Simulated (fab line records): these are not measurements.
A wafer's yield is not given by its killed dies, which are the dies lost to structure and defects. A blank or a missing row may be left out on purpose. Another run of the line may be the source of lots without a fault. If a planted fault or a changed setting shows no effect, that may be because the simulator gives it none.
One fault seen from 2 desks :: flow nandHarc :: every desk sees just its own numbers, and what lay behind them comes last

## THE METROLOGY DESK
Means of the sampled wafers that have a number, per lot and without regard to the tool the lot ran on: this is what the gauges read. Marked OUT: a lot whose mean sits more than 4 standard deviations from the usual mean, which makes it out of limits; the brackets give that distance.
Columns: A = thkNm at NHARC_A_ONON_D1_THK_MEAS_27, usual 998 nm
lot: L123
first seen here: day 8 11:53
A: 1011

lot: L125
first seen here: day 8 23:58
A: 1003

lot: L131
first seen here: day 11 19:17
A: 629 (-41) OUT

lot: L134
first seen here: day 12 23:22
A: 634 (-40) OUT

lot: L135
first seen here: day 12 23:22
A: 1016

lot: L138
first seen here: day 14 15:24
A: 1008

lot: L140
first seen here: day 15 16:43
A: 990

lot: L141
first seen here: day 15 16:45
A: 990

lot: L142
first seen here: day 15 23:28
A: 1004

lot: L144
first seen here: day 16 21:44
A: 1004

lot: L145
first seen here: day 17 10:52
A: 1006

lot: L146
first seen here: day 17 15:14
A: 1004
This desk's verdict: out of limits on L131, L134, starting with L131 at day 11 19:17 (thkNm at NHARC_A_ONON_D1_THK_MEAS_27). In limits: L123, L125, L135, L138, L140, L141, L142, L144, L145, L146.

## DESK OF THE TOOL OWNER: pecvdOnon-02
The tool's own readings at NHARC_A_ONON_D1_DEP_25 (target thk 1000 nm): means of the sampled wafers that have a number, for each lot that ran on this tool. Marked OUT: a lot whose mean sits more than 4 standard deviations from the usual mean, which makes it out of limits; the brackets give that distance.
Columns: A = nh3FlowSccm at NHARC_A_ONON_D1_DEP_25, usual 500.0 sccm; B = susceptorTempC at NHARC_A_ONON_D1_DEP_25, usual 400.02 C
lot: L123
first seen here: day 8 11:26
A: 501.3
B: 399.84

lot: L131
first seen here: day 11 18:47
A: 499.4
B: 399.86

lot: L134
first seen here: day 12 22:52
A: 500.9
B: 400.13

lot: L141
first seen here: day 15 16:14
A: 499.4
B: 400.01

lot: L145
first seen here: day 17 10:22
A: 500.9
B: 400.02

lot: L146
first seen here: day 17 14:43
A: 499.9
B: 399.85
This desk's verdict: no lot among the 6 shows anything out of limits.

## TAKEN TOGETHER
The metrology desk could have raised an alarm at day 11 19:17, on L131, L134.
The desk of the tool owner found nothing out of limits.
The tool owner's desk has L131, L134 on record, within its limits.
NHARC_A_ONON_D1_DEP_25 was run on pecvdOnon-02 by each of the lots named.

## WHAT WAS PUT IN BY THE SIMULATOR
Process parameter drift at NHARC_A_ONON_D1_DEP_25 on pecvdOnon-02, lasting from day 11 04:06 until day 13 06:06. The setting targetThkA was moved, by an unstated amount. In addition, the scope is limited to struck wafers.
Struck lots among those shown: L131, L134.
Per desk, hours elapsed from the start of the fault to the first reading out of limits: for the metrology desk, 15.
